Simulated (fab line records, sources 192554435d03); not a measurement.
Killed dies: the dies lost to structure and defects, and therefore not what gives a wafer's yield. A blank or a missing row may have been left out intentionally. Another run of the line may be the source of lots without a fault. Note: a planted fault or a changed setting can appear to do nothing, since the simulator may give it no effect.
A lot that was struck, set against a sound lot	flow n5Finfet	39 steps out of a route of 1938
Sound: wafers L122.1, L122.2, L122.4. Struck: wafer L128.1; the same lot's L128.3 was not struck, so it is left out; see the end for the cause.
At each step with rows: each side's tool, then ch and its chambers, then its first start. Under that, the readings that differ: sound wafers	struck wafers	difference of the means	sigmas: that difference in standard deviations of wafers without a fault.
alike: same words and numbers on both sides, and readings whose means sit less than 2 such deviations apart. not compared: any withheld reading, any reading some wafer has no value for, any bound like >300 that may hide the same value, and any number with overlapping values for which the record gives no deviation.
The two part at a step that has a row with sigmas, a row that says differs or no value, or rows on one side only. Non-overlapping numbers with no deviation appear without sigmas and do not part them. A reading missing from all wafers of one side parts the sides only when that side holds two or more wafers.

first, 10 steps without rows for these wafers: N5_FIN_SAQP_HM_DEP_03 (deposits SiNx from SiH4/NH3/N2, target thk 38 nm, time 33.6 s); N5_FIN_SAQP_PECVD_47 (deposits a-Si from SiH4/He, target thk 45 nm, time 36.3 s); N5_FIN_SAQP_PECVD_48 (deposits SiNx from SiH4/NH3/N2, target thk 25 nm, time 22.1 s); N5_FIN_SAQP_PECVD_06 (deposits a-Si from SiH4/He, target thk 60 nm, time 48.1 s); N5_FIN_SAQP_HM_DEP_72 (deposits SiO2 from SiH4/N2O, target thk 12 nm, time 7.2 s); N5_FIN_SAQP_COAT_49 (time 60 s, resist thk 100 nm); N5_FIN_SAQP_COAT_50 (time 60 s, resist thk 35 nm); N5_FIN_SAQP_COAT_10 (resist thk 90 nm); N5_FIN_SAQP_EBR_12; N5_FIN_SAQP_SOFTBAKE_11 (time 60 s).
N5_FIN_SAQP_EXPOSE_13: exposes mask FIN CORE, target cd 35.6 nm.
  sound on arfiScanner-02 ch 0, day 4 15:43; struck on arfiScanner-02 ch 0, day 6 03:31
  alike: mask, focusOffsetNm
then, 2 steps without rows for these wafers: N5_FIN_SAQP_PEB_14 (peb time 60 s); N5_FIN_SAQP_DEVELOP_15 (develop time 30 s).
N5_FIN_SAQP_CD_MEAS_16: the cd target is 35.6 nm.
  sound on cdSem-02 ch 0, day 4 15:51; struck on cdSem-01 ch 0, day 6 03:38
reading	sound	struck	difference	sigmas
cdNm (nm)	35.6 35.7 35.1	30.9	-4.6	-13
then, 23 steps without rows for these wafers: N5_FIN_SAQP_DESCUM_21 (chemistry O2, time 7.9 s); N5_FIN_SAQP_ETCH_51 (etches SiARC in CF4, target depth 45.5 nm, time 75.8 s); N5_FIN_SAQP_ETCH_52 (etches SOC in N2/H2, target depth 100 nm, overetch 20 nm, time 150 s); N5_FIN_SAQP_STRIP_53 (strips in N2/H2); N5_FIN_SAQP_HM_OPEN_73 (chemistry CHF3/O2, target SiO2, stops on a-Si, target depth 12 nm, time 16.8 s); N5_FIN_SAQP_STRIP_74 (strips in CHF3/O2); N5_FIN_SAQP_MANDREL_ETCH_22 (etches a-Si in HBr/Cl2, stops on SiNx, target depth 60 nm, bt time 10 s, time 30 s); N5_FIN_SAQP_STRIP_55 (strips in N2/H2); N5_FIN_SAQP_STRIP_23 (strips in SPM, time 750 s); N5_FIN_SAQP_SRD_66 (time 30 s); N5_FIN_SAQP_RECESS_75 (chemistry HF/NH3, target SiO2, target depth 14.4 nm, afs cycles 3, sublimation time 60 s); N5_FIN_SAQP_SPACER1_ALD_24 (deposits SiO2, target thk 20.3 nm, pulse time 1 s, purge time 2 s); N5_FIN_SAQP_SPACER1_ETCHBACK_25 (etches SiO2 in CHF3/O2, target depth 24.4 nm, time 12.2 s); N5_FIN_SAQP_MANDREL1_REMOVE_56 (chemistry HBr/Cl2/O2, target a-Si, stops on SiNx, bt time 10 s); N5_FIN_SAQP_ETCH_57 (etches SiNx in CH3F/O2, target depth 32.5 nm, time 46.4 s); N5_FIN_SAQP_ETCH_65 (etches SiO2 in CF4, target depth 4 nm, time 4.4 s); N5_FIN_SAQP_MANDREL_ETCH_58 (etches a-Si in HBr/Cl2, stops on SiNx, target depth 45 nm, bt time 10 s, time 27 s); N5_FIN_SAQP_RECESS_63 (chemistry HF/NH3, target SiO2, target depth 18 nm, afs cycles 3, sublimation time 60 s); N5_FIN_SAQP_COAT_68 (time 60 s, resist thk 100 nm); N5_FIN_SAQP_ETCH_69 (etches SOC in N2/H2, stops on SiNx, target depth 150 nm); N5_FIN_SAQP_ETCH_67 (etches SiNx in CH3F/O2, target depth 30 nm); N5_FIN_SAQP_STRIP_70 (strips in N2/H2); N5_FIN_SAQP_RECESS_71 (chemistry HF/NH3, target SiO2, target depth 3 nm, afs cycles 1, sublimation time 60 s).
-- a jump in the record: the struck wafers' starts before and after are 6 days apart (it breaks off in module FIN_SAQP and resumes in module BEOL_M4, where the first step shown is number 1111 of the route) --
N5_BEOL_M4_RC_MEAS_101:
  sound on prober-02 ch 0, day 11 11:13; struck on prober-01 ch 0, day 12 05:49
  alike: DIBL_N, DIBL_P, IOFF_N, IOFF_P, ION_N, ION_P, SS_N, SS_P, VT_N, VT_P
-- a jump in the record: the struck wafers' starts before and after are 5 days apart (it breaks off in module BEOL_M4 and resumes in module PASSIVATION, where the first step shown is number 1936 of the route) --
N5_PASSIVATION_PROBE_49:
  rows exist in the record for the struck wafers here (prober-01, day 16 19:37), but not for the sound ones

## WHERE THEY PART
Last at N5_PASSIVATION_PROBE_49 as far as this record goes, first at N5_FIN_SAQP_CD_MEAS_16.

WHY: the cause the simulator had injected
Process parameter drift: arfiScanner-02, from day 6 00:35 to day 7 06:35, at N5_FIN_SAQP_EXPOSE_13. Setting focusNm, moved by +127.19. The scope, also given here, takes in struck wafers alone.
